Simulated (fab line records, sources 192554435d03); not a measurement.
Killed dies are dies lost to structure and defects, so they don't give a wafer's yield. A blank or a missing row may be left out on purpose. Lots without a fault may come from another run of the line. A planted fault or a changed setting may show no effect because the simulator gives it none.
Chamber matching | flow n5_finfet | N5_PMOS_HMC_CHANNEL_EPI_FIN_RECESS_16 on rie_si-04: 4 sister chambers
The step chemistry HBr/Cl2, target Si, target depth 54 nm, time 18 s. 22 wafers are shown with their chamber, then 11 later ones without.

WAFERS WITH THEIR CHAMBER
wafer  | chamber | throttle_valve_pct (%) | drypump_motor_current_A (A) | oes_product_au (a.u.)
L074.1 | 2       | 35.55                  | 5.5                         | 1.031
L074.4 | 1       | 35.68                  | 6.1                         | 1.017
L074.6 | 0       | 35.15                  | 6.2                         | 0.995
L077.1 | 2       | 35.56                  | 5.5                         | 1.032
L077.2 | 0       | 35.15                  | 6.2                         | 1.001
L077.4 | 1       | 35.72                  | 6.1                         | 1.004
L081.3 | 3       | 35.60                  | 6.6                         | 0.992
L081.4 | 0       | 35.17                  | 6.2                         | 0.994
L081.6 | 0       | 35.17                  | 6.2                         | 1.001
L082.3 | 3       | 35.59                  | 6.6                         | 0.989
L082.4 | 2       | 35.53                  | 5.5                         | 1.037
L082.6 | 0       | 35.16                  | 6.2                         | 0.996
L084.1 | 3       | 35.58                  | 6.6                         | 0.989
L084.3 | 2       | 35.54                  | 5.5                         | 1.039
L084.5 | 3       | 35.59                  | 6.6                         | 0.992
L085.2 | 2       | 35.53                  | 5.4                         | 1.038
L085.4 | 1       | 35.70                  | 6.0                         | 1.008
L085.6 | 1       | 35.68                  | 6.0                         | 1.020
L088.1 | 1       | 35.69                  | 6.0                         | 1.022
L088.4 | 0       | 35.14                  | 6.3                         | 1.006
L088.5 | 3       | 35.58                  | 6.6                         | 1.002
L091.1 | 3       | 35.59                  | 6.6                         | 0.992

SIGNATURES (means of the wafers above)
reading                 | chamber 0 | chamber 1 | chamber 2 | chamber 3 | scatter within a chamber
throttle_valve_pct      | 35.1567   | 35.6940   | 35.5420   | 35.5883   | 0.0125
drypump_motor_current_A | 6.217     | 6.040     | 5.480     | 6.600     | 0.0397
oes_product_au          | 0.99883   | 1.01420   | 1.03540   | 0.99267   | 0.00538
Rule: a wafer's distance from a chamber is the root of the sum, over the readings, of the square of ((its reading less the chamber's mean) divided by the reading's scatter). The wafer belongs to the nearest chamber; if the next one is less than 2 further off, it can't be placed. The scatter: the root of (the sum of the squares of (reading less its chamber's mean) over the shown wafers, divided by (wafers less chambers)).

WAFERS WITHOUT THEIR CHAMBER
wafer  | throttle_valve_pct (%) | drypump_motor_current_A (A) | oes_product_au (a.u.)
L091.2 | 35.69                  | 6.1                         | 1.008
L091.4 | 35.13                  | 6.2                         | 1.003
L093.2 | 35.60                  | 6.6                         | 0.993
L093.4 | 35.16                  | 6.2                         | 1.001
L093.6 | 35.14                  | 6.2                         | 1.000
L095.1 | 35.69                  | 6.0                         | 1.014
L095.3 | 35.57                  | 6.6                         | 0.988
L095.6 | 35.17                  | 6.2                         | 1.001
L097.1 | 35.68                  | 6.0                         | 1.016
L097.3 | 35.54                  | 5.5                         | 1.031
L097.6 | 35.69                  | 6.1                         | 1.008

WHICH CHAMBER EACH WENT THROUGH
wafer  | from the rows above | in truth
L091.2 | 1                   | 1
L091.4 | 0                   | 0
L093.2 | 3                   | 3
L093.4 | 0                   | 0
L093.6 | 0                   | 0
L095.1 | 1                   | 1
L095.3 | 3                   | 3
L095.6 | 0                   | 0
L097.1 | 1                   | 1
L097.3 | 2                   | 2
L097.6 | 1                   | 1
Placed correctly: 11 of 11. Can't be placed from these rows: 0. Placed wrongly: 0.
